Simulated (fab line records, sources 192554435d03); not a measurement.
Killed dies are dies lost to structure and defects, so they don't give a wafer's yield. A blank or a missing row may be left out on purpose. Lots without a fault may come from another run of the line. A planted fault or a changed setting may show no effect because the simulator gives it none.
Split-lot experiment | flow n5_finfet | 7 lots, 21 wafers read, on a route of 1938 steps

THE SPLIT
At N5_MIM_BOT_SPUTTER_00 (material TiN, target thk 35 nm, time 89.7 s), the setting time_s was moved away from the recipe's 89.7 s on 6 of the 21 wafers read, by -5.1% to +14.2%. The other wafers ran this setting at the recipe's value.

The reading is taken at the split's own step.

THE READING
TiN_of_MIM_BOT_SPUTTER_00.thk_nm (the simulator's own value, which no gauge read), in nm, at N5_MIM_BOT_SPUTTER_00 (material TiN, target thk 35 nm, time 89.7 s). The file gives no usual value for it. The 15 wafers here that ran the recipe average 35.2 nm, standard deviation 0.32 nm.

wafer  | tool, chamber at the split | time_s as run, s | against the recipe | TiN_of_MIM_BOT_SPUTTER_00.thk_nm, nm | against lot-mates on the recipe
L076.2 | pvd_sputter-02, -          | 89.7             | recipe             | 35.8                                 | -
L076.3 | pvd_sputter-02, -          | 89.7             | recipe             | 35.4                                 | -
L076.6 | pvd_sputter-02, -          | 89.7             | recipe             | 35.4                                 | -
L077.1 | pvd_sputter-03, -          | 89.7             | recipe             | 35.4                                 | -
L077.3 | pvd_sputter-03, -          | 89.7             | recipe             | 35.4                                 | -
L077.5 | pvd_sputter-03, -          | 89.7             | recipe             | 35.2                                 | -
L090.2 | pvd_sputter-02, -          | 89.7             | recipe             | 35                                   | -
L090.3 | pvd_sputter-02, -          | 89.7             | recipe             | 35.4                                 | -
L090.6 | pvd_sputter-02, -          | 89.7             | recipe             | 35.2                                 | -
L089.1 | pvd_sputter-02, -          | 89.7             | recipe             | 34.8                                 | -
L089.4 | pvd_sputter-02, -          | 89.7             | recipe             | 35.4                                 | -
L089.5 | pvd_sputter-02, -          | 89.7             | recipe             | 35                                   | -
L095.1 | pvd_sputter-02, -          | 85.12            | -5.1%              | 33.4                                 | no lot-mate on the recipe
L095.5 | pvd_sputter-02, -          | 85.12            | -5.1%              | 33.4                                 | no lot-mate on the recipe
L095.2 | pvd_sputter-02, -          | 85.12            | -5.1%              | 33.8                                 | no lot-mate on the recipe
L094.1 | pvd_sputter-03, -          | 89.7             | recipe             | 35                                   | -
L094.3 | pvd_sputter-03, -          | 89.7             | recipe             | 35                                   | -
L094.2 | pvd_sputter-03, -          | 102.3            | +14.0%             | 40                                   | +5.0
L097.4 | pvd_sputter-02, -          | 102.4            | +14.2%             | 39.4                                 | +5.0
L097.5 | pvd_sputter-02, -          | 89.7             | recipe             | 34.4                                 | -
L097.6 | pvd_sputter-02, -          | 102.4            | +14.2%             | 39.8                                 | +5.4

THE FIT
A straight line over all 21 wafers: TiN_of_MIM_BOT_SPUTTER_00.thk_nm changes by +0.322 nm for each +1% of time_s; r = +0.99; the points scatter about the line by 0.31 nm.
The same after taking each lot's own level away (the mean of its wafers on the recipe; 18 wafers): +0.364 nm for each +1%; r = +1.00; scatter 0.18 nm.
On that fit, the largest move of time_s shifts the reading by 5.1 nm.
The lots' own levels span 34.40 to 35.53 nm, that is 3.5 times the standard deviation above.
So the lot-to-lot level changes the slope: the two fits differ.
Check: with one of the wafers moved furthest among these (+14.2%) left out of the fit, the line predicts +5.22 nm for it against its lot-mates. It came out at +5 nm against them.

OTHER SPLITS ON THESE WAFERS
These wafers also went through other splits before the reading. Each is held against what the fit with the lots' levels taken away leaves over:
other split on the same wafers | wafers away from the commonest value | r with TiN_of_MIM_BOT_SPUTTER_00.thk_nm (lot level and that fit taken away)
N5_BEOL_M14_EXPOSE_07 dose_mj  | 7                                    | -0.05
N5_BEOL_M15_ILD_DEP_00 time_s  | 6                                    | +0.40
N5_BEOL_M15_EXPOSE_07 dose_mj  | 7                                    | +0.14

THE FILE'S OWN FIT
TiN_of_MIM_BOT_SPUTTER_00.thk_nm changes by +0.362 nm for each +1% of time_s, r = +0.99.
